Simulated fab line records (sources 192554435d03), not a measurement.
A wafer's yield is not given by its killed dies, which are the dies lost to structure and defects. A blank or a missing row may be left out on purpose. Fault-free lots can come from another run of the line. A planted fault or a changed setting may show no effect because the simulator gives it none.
Which tool did it?    flow n5-finfet    72 wafers from 24 lots sampled at 6 of the route's 1938 steps

## WHAT THE GAUGES SHOWED, per wafer
The record holds no reading of a measuring or inspecting step that can be judged against a usual standard deviation.

## WHICH TOOL RAN EACH LOT (tool, then ch and the chambers of the sampled wafers, then the start)
lot   N5_BEOL_M2_ANNEAL_51              N5_BEOL_M3_ETCH_69                  N5_BEOL_M3_ALD_98                  N5_BEOL_M3_ETCH_70                  N5_BEOL_M3_SPUTTER_48         N5_BEOL_M3_ANNEAL_93
L074  rtp-anneal-02 ch 0, day 6 21:40   rie-diel-03 ch 0,2,3, day 7 01:21   ald-sin-03 ch 0,1,3, day 7 01:26   rie-diel-03 ch 0,1,2, day 7 08:15   pvd-sputter-01, day 7 09:55   pvd-sputter-01, day 7 11:26
L075  rtp-anneal-02 ch 0, day 7 01:24   rie-diel-02 ch 1,2, day 7 05:17     ald-sin-03 ch 1,2,3, day 7 05:25   rie-diel-03 ch 0,1,3, day 7 10:54   pvd-sputter-03, day 7 12:26   pvd-sputter-03, day 7 13:50
L076  rtp-anneal-01 ch 0, day 7 13:02   rie-diel-03 ch 0,1,2, day 7 16:18   ald-sin-03 ch 2,3, day 7 16:23     rie-diel-02 ch 0,1,2, day 7 17:17   pvd-sputter-02, day 7 18:32   pvd-sputter-02, day 7 19:56
L078  rtp-anneal-01 ch 0, day 7 17:34   rie-diel-06 ch 2,3, day 7 22:13     ald-sin-04 ch 1,2,3, day 7 23:41   rie-diel-02 ch 0,1, day 7 23:55     pvd-sputter-02, day 8 03:09   pvd-sputter-02, day 8 04:33
L077  rtp-anneal-01 ch 0, day 7 20:29   rie-diel-02 ch 1,2, day 7 23:06     ald-sin-02 ch 0,1, day 7 23:46     rie-diel-03 ch 0,1,3, day 8 00:03   pvd-sputter-01, day 8 04:13   pvd-sputter-01, day 8 05:37
L079  rtp-anneal-02 ch 0, day 8 00:12   rie-diel-03 ch 2,3, day 8 04:27     ald-sin-04 ch 1,2,3, day 8 04:32   rie-diel-03 ch 1,2,3, day 8 05:49   pvd-sputter-02, day 8 10:35   pvd-sputter-02, day 8 11:59
L080  rtp-anneal-01 ch 0, day 8 02:39   rie-diel-06 ch 0,2,3, day 8 06:49   ald-sin-04 ch 0,1,3, day 8 07:10   rie-diel-06 ch 1,2,3, day 8 11:55   pvd-sputter-03, day 8 14:38   pvd-sputter-03, day 8 16:02
L081  rtp-anneal-01 ch 0, day 8 14:43   rie-diel-06 ch 0,1, day 8 17:24     ald-sin-04 ch 2,3, day 8 17:29     rie-diel-02 ch 0,1,3, day 8 17:41   pvd-sputter-02, day 8 19:10   pvd-sputter-02, day 8 20:34
L082  rtp-anneal-01 ch 0, day 8 15:25   rie-diel-02 ch 0,1,2, day 8 18:41   ald-sin-02 ch 0,2,3, day 8 18:46   rie-diel-02 ch 0,2,3, day 9 00:19   pvd-sputter-02, day 9 03:06   pvd-sputter-02, day 9 04:30
L083  rtp-anneal-01 ch 0, day 8 18:26   rie-diel-02 ch 1,2, day 8 22:58     ald-sin-02 ch 1,2,3, day 8 23:09   rie-diel-02 ch 0,3, day 9 09:32     pvd-sputter-03, day 9 13:07   pvd-sputter-03, day 9 14:31
L084  rtp-anneal-01 ch 0, day 9 04:05   rie-diel-06 ch 0,1,3, day 9 06:41   ald-sin-02 ch 2,3, day 9 06:46     rie-diel-06 ch 0,1, day 9 14:41     pvd-sputter-01, day 9 17:15   pvd-sputter-01, day 9 18:39
L085  rtp-anneal-01 ch 0, day 9 13:17   rie-diel-03 ch 1,2,3, day 9 16:46   ald-sin-04 ch 1,2,3, day 9 16:52   rie-diel-06 ch 1,2,3, day 9 19:05   pvd-sputter-03, day 9 20:46   pvd-sputter-03, day 9 22:10
L086  rtp-anneal-01 ch 0, day 9 21:55   rie-diel-03 ch 1,2, day 10 00:34    ald-sin-04 ch 2,3, day 10 00:38    rie-diel-03 ch 1,2, day 10 01:08    pvd-sputter-01, day 10 02:58  pvd-sputter-01, day 10 04:22
L087  rtp-anneal-02 ch 0, day 10 01:49  rie-diel-06 ch 0,2,3, day 10 06:28  ald-sin-02 ch 1,2,3, day 10 06:32  rie-diel-03 ch 1,3, day 10 11:11    pvd-sputter-01, day 10 12:56  pvd-sputter-01, day 10 14:20
L088  rtp-anneal-02 ch 0, day 10 06:46  rie-diel-06 ch 0,2,3, day 10 09:58  ald-sin-04 ch 2,3, day 10 10:03    rie-diel-06 ch 0,1,3, day 11 02:26  pvd-sputter-01, day 11 05:31  pvd-sputter-01, day 11 06:55
L089  rtp-anneal-02 ch 0, day 10 10:41  rie-diel-02 ch 0,2,3, day 10 16:36  ald-sin-02 ch 0,1,2, day 10 16:41  rie-diel-02 ch 0,2,3, day 10 17:50  pvd-sputter-01, day 10 19:19  pvd-sputter-01, day 10 20:43
L090  rtp-anneal-01 ch 0, day 10 19:26  rie-diel-06 ch 0,1,3, day 10 22:58  ald-sin-04 ch 1,2,3, day 10 23:21  rie-diel-06 ch 0,1, day 11 06:18    pvd-sputter-02, day 11 08:23  pvd-sputter-02, day 11 09:47
L091  rtp-anneal-01 ch 0, day 11 05:46  rie-diel-06 ch 0,1,3, day 11 08:58  ald-sin-02 ch 0,2,3, day 11 09:02  rie-diel-06 ch 0,1,3, day 11 10:01  pvd-sputter-02, day 11 11:41  pvd-sputter-02, day 11 13:05
L092  rtp-anneal-01 ch 0, day 11 08:31  rie-diel-02 ch 2,3, day 11 12:05    ald-sin-03 ch 0,1,3, day 11 12:12  rie-diel-03 ch 1,2, day 11 18:41    pvd-sputter-03, day 11 21:59  pvd-sputter-03, day 11 23:23
L093  rtp-anneal-02 ch 0, day 11 11:49  rie-diel-06 ch 0,1,2, day 11 15:37  ald-sin-02 ch 0,1,3, day 11 15:41  rie-diel-02 ch 2,3, day 11 18:36    pvd-sputter-03, day 11 20:09  pvd-sputter-03, day 11 21:33
L094  rtp-anneal-01 ch 0, day 11 19:47  rie-diel-02 ch 1,2,3, day 12 00:13  ald-sin-02 ch 0,1,3, day 12 01:08  rie-diel-02 ch 0,1,2, day 12 01:26  pvd-sputter-01, day 12 04:32  pvd-sputter-01, day 12 05:56
L095  rtp-anneal-02 ch 0, day 11 22:26  rie-diel-03 ch 1,2, day 12 01:37    ald-sin-04 ch 1,2,3, day 12 02:08  rie-diel-03 ch 1,2, day 12 04:34    pvd-sputter-02, day 12 06:14  pvd-sputter-02, day 12 07:38
L096  rtp-anneal-01 ch 0, day 12 05:08  rie-diel-06 ch 0,1,3, day 12 08:54  ald-sin-03 ch 0,1,3, day 12 09:48  rie-diel-03 ch 1,2,3, day 12 14:21  pvd-sputter-03, day 12 16:17  pvd-sputter-03, day 12 17:41
L097  rtp-anneal-02 ch 0, day 12 18:08  rie-diel-03 ch 0,2,3, day 12 22:55  ald-sin-02 ch 0,1,2, day 12 22:59  rie-diel-02 ch 0,1,3, day 13 06:37  pvd-sputter-03, day 13 07:50  pvd-sputter-03, day 13 09:14
- N5_BEOL_M2_ANNEAL_51: time 90 s.
- N5_BEOL_M3_ETCH_69: etches SiARC in CF4, target depth 15.6 nm, time 26 s.
- N5_BEOL_M3_ALD_98: deposits SiO2, target thk 2.5 nm, pulse time 1 s, co reactant pulse time 1 s.
- N5_BEOL_M3_ETCH_70: etches SOC in N2/H2, target depth 80 nm, overetch 16 nm, time 120 s.
- N5_BEOL_M3_SPUTTER_48: material Cu, target thk 4.5 nm, time 8.29 s.
- N5_BEOL_M3_ANNEAL_93: time 240 s.

## WHAT THE TOOLS THEMSELVES READ (means of the sampled wafers that have a number; where no wafer has one, the mark that the record gives instead)
N5_BEOL_M2_ANNEAL_51.
lot   tool           anneal-temp-c (C)  wafer_temp_C_max
L074  rtp-anneal-02  225.00             226.34
L075  rtp-anneal-02  224.96             226.14
L076  rtp-anneal-01  224.95             226.01
L078  rtp-anneal-01  224.78             226.14
L077  rtp-anneal-01  224.95             225.94
L079  rtp-anneal-02  224.84             226.45
L080  rtp-anneal-01  225.04             225.88
L081  rtp-anneal-01  225.05             226.08
L082  rtp-anneal-01  225.24             225.65
L083  rtp-anneal-01  225.00             226.05
L084  rtp-anneal-01  225.14             225.98
L085  rtp-anneal-01  225.16             225.99
L086  rtp-anneal-01  224.85             226.00
L087  rtp-anneal-02  224.93             226.15
L088  rtp-anneal-02  224.72             226.19
L089  rtp-anneal-02  224.91             226.18
L090  rtp-anneal-01  225.05             225.65
L091  rtp-anneal-01  224.87             225.72
L092  rtp-anneal-01  225.04             225.94
L093  rtp-anneal-02  224.78             226.03
L094  rtp-anneal-01  224.92             225.99
L095  rtp-anneal-02  224.92             226.13
L096  rtp-anneal-01  224.92             225.83
L097  rtp-anneal-02  225.09             226.08

N5_BEOL_M3_ETCH_69.
lot   tool         drypump-motor-current-A (A)  etch-rf-on-time-s (s)  oes-product-au (a.u.)  rf-vpp-V (V)  showerhead-plenum-p-Torr (Torr)  throttle-valve-pct (%)
L074  rie-diel-03  5.9                          26.8                   0.64                   184.5         2.11                             15.66
L075  rie-diel-02  5.6                          26.5                   0.68                   183.9         2.09                             15.68
L076  rie-diel-03  5.4                          26.7                   0.69                   184.0         2.19                             15.51
L078  rie-diel-06  4.7                          25.8                   0.68                   183.8         2.14                             15.72
L077  rie-diel-02  5.6                          26.3                   0.67                   184.0         2.09                             15.69
L079  rie-diel-03  6.0                          27.0                   0.63                   183.9         2.05                             15.67
L080  rie-diel-06  5.2                          26.4                   0.64                   184.0         2.10                             15.90
L081  rie-diel-06  5.7                          25.3                   0.67                   184.1         2.19                             15.76
L082  rie-diel-02  5.6                          26.6                   0.64                   183.7         2.06                             15.84
L083  rie-diel-02  5.6                          26.3                   0.67                   183.0         2.08                             15.71
L084  rie-diel-06  5.4                          25.5                   0.67                   184.2         2.15                             15.77
L085  rie-diel-03  5.6                          26.4                   0.68                   184.2         2.12                             15.56
L086  rie-diel-03  5.1                          26.3                   0.73                   185.1         2.20                             15.42
L087  rie-diel-06  5.2                          26.4                   0.63                   183.7         2.10                             15.93
L088  rie-diel-06  5.2                          26.3                   0.62                   183.3         2.10                             15.94
L089  rie-diel-02  5.8                          27.2                   0.70                   183.7         2.09                             15.60
L090  rie-diel-06  5.5                          25.8                   0.66                   183.9         2.15                             15.80
L091  rie-diel-06  5.5                          25.6                   0.66                   183.9         2.14                             15.80
L092  rie-diel-02  5.8                          26.9                   0.72                   183.5         2.11                             15.49
L093  rie-diel-06  5.5                          26.3                   0.61                   184.1         2.14                             15.93
L094  rie-diel-02  5.7                          26.9                   0.75                   183.3         2.13                             15.50
L095  rie-diel-03  5.1                          26.4                   0.70                   185.4         2.20                             15.46
L096  rie-diel-06  5.4                          25.5                   0.65                   183.7         2.14                             15.82
L097  rie-diel-03  5.9                          26.5                   0.70                   184.5         2.19                             15.56

N5_BEOL_M3_ALD_98.
lot   tool        heater-power-w (W)  precursor-pulse-height-rel
L074  ald-sin-03  81                  0.998
L075  ald-sin-03  81                  1.008
L076  ald-sin-03  71                  1.005
L078  ald-sin-04  77                  1.025
L077  ald-sin-02  76                  1.015
L079  ald-sin-04  76                  0.994
L080  ald-sin-04  77                  0.982
L081  ald-sin-04  79                  1.006
L082  ald-sin-02  78                  1.009
L083  ald-sin-02  76                  1.000
L084  ald-sin-02  78                  0.978
L085  ald-sin-04  76                  0.996
L086  ald-sin-04  76                  0.998
L087  ald-sin-02  77                  0.981
L088  ald-sin-04  80                  1.005
L089  ald-sin-02  77                  1.000
L090  ald-sin-04  76                  0.995
L091  ald-sin-02  78                  0.988
L092  ald-sin-03  80                  1.000
L093  ald-sin-02  77                  1.020
L094  ald-sin-02  77                  1.001
L095  ald-sin-04  76                  0.978
L096  ald-sin-03  80                  0.999
L097  ald-sin-02  76                  0.999

N5_BEOL_M3_ETCH_70.
lot   tool         drypump-motor-current-A (A)  oes-product-au (a.u.)  rf-vpp-V (V)  showerhead-plenum-p-Torr (Torr)  throttle-valve-pct (%)
L074  rie-diel-03  5.4                          0.64                   526           2.61                             17.67
L075  rie-diel-03  5.8                          0.60                   525           2.58                             17.69
L076  rie-diel-02  5.6                          0.59                   521           2.44                             18.04
L078  rie-diel-02  5.6                          0.56                   520           2.40                             18.22
L077  rie-diel-03  5.8                          0.59                   525           2.58                             17.70
L079  rie-diel-03  5.6                          0.63                   524           2.53                             17.71
L080  rie-diel-06  5.0                          0.59                   525           2.57                             17.77
L081  rie-diel-02  5.7                          0.62                   521           2.49                             17.97
L082  rie-diel-02  5.8                          0.66                   521           2.48                             17.82
L083  rie-diel-02  5.9                          0.68                   523           2.53                             17.74
L084  rie-diel-06  6.0                          0.57                   523           2.49                             18.06
L085  rie-diel-06  5.0                          0.59                   525           2.57                             17.79
L086  rie-diel-03  5.1                          0.65                   526           2.63                             17.68
L087  rie-diel-03  6.0                          0.57                   522           2.50                             17.76
L088  rie-diel-06  5.5                          0.59                   524           2.54                             17.88
L089  rie-diel-02  5.8                          0.64                   521           2.47                             17.85
L090  rie-diel-06  5.7                          0.58                   525           2.57                             17.78
L091  rie-diel-06  5.4                          0.59                   524           2.54                             17.88
L092  rie-diel-03  5.1                          0.63                   526           2.62                             17.70
L093  rie-diel-02  5.8                          0.65                   523           2.50                             17.70
L094  rie-diel-02  5.6                          0.64                   521           2.43                             17.93
L095  rie-diel-03  5.2                          0.63                   524           2.54                             17.76
L096  rie-diel-03  5.6                          0.67                   525           2.62                             17.62
L097  rie-diel-02  5.7                          0.65                   521           2.48                             17.85

N5_BEOL_M3_SPUTTER_48.
lot   tool            throttle-valve-pct (%)
L074  pvd-sputter-01  30.0
L075  pvd-sputter-03  29.8
L076  pvd-sputter-02  29.7
L078  pvd-sputter-02  29.7
L077  pvd-sputter-01  29.6
L079  pvd-sputter-02  30.2
L080  pvd-sputter-03  29.1
L081  pvd-sputter-02  30.1
L082  pvd-sputter-02  29.5
L083  pvd-sputter-03  29.3
L084  pvd-sputter-01  29.2
L085  pvd-sputter-03  29.6
L086  pvd-sputter-01  29.0
L087  pvd-sputter-01  29.1
L088  pvd-sputter-01  30.0
L089  pvd-sputter-01  30.0
L090  pvd-sputter-02  29.8
L091  pvd-sputter-02  29.6
L092  pvd-sputter-03  29.8
L093  pvd-sputter-03  29.7
L094  pvd-sputter-01  30.2
L095  pvd-sputter-02  30.4
L096  pvd-sputter-03  29.3
L097  pvd-sputter-03  29.8

N5_BEOL_M3_ANNEAL_93.
lot   tool            heater-power-w (W)
L074  pvd-sputter-01  820
L075  pvd-sputter-03  912
L076  pvd-sputter-02  769
L078  pvd-sputter-02  778
L077  pvd-sputter-01  867
L079  pvd-sputter-02  786
L080  pvd-sputter-03  869
L081  pvd-sputter-02  841
L082  pvd-sputter-02  817
L083  pvd-sputter-03  875
L084  pvd-sputter-01  881
L085  pvd-sputter-03  834
L086  pvd-sputter-01  809
L087  pvd-sputter-01  954
L088  pvd-sputter-01  816
L089  pvd-sputter-01  891
L090  pvd-sputter-02  816
L091  pvd-sputter-02  803
L092  pvd-sputter-03  888
L093  pvd-sputter-03  930
L094  pvd-sputter-01  898
L095  pvd-sputter-02  775
L096  pvd-sputter-03  921
L097  pvd-sputter-03  957

## THE ANSWER, worked out from the rows above alone
Rule: the lots themselves supply what counts as usual. The widest of any qualifying gaps counts: lots, ordered by their means at a reading, are off when they make up no more than a third of the lots, leave a main group of 4 or more, and stand apart from it by 3 or more times the standard deviation of that group's means. A main group is skipped when, at the precision printed for the reading in the tables above, its means are all equal. Also off: a lot with no number at a reading for which 4 or more lots have one. The other lots that the step has rows for count as sound. First the gauges in route order, then the tools' own readings, where a lot's mean is used as printed above. At the first step where some lot is off, the reading lying furthest off is the one used; lots without a number count as furthest.
Across all readings shown, no lot is off: no conclusion can be drawn from this.

## WHAT HAD BEEN PUT IN BY THE SIMULATOR
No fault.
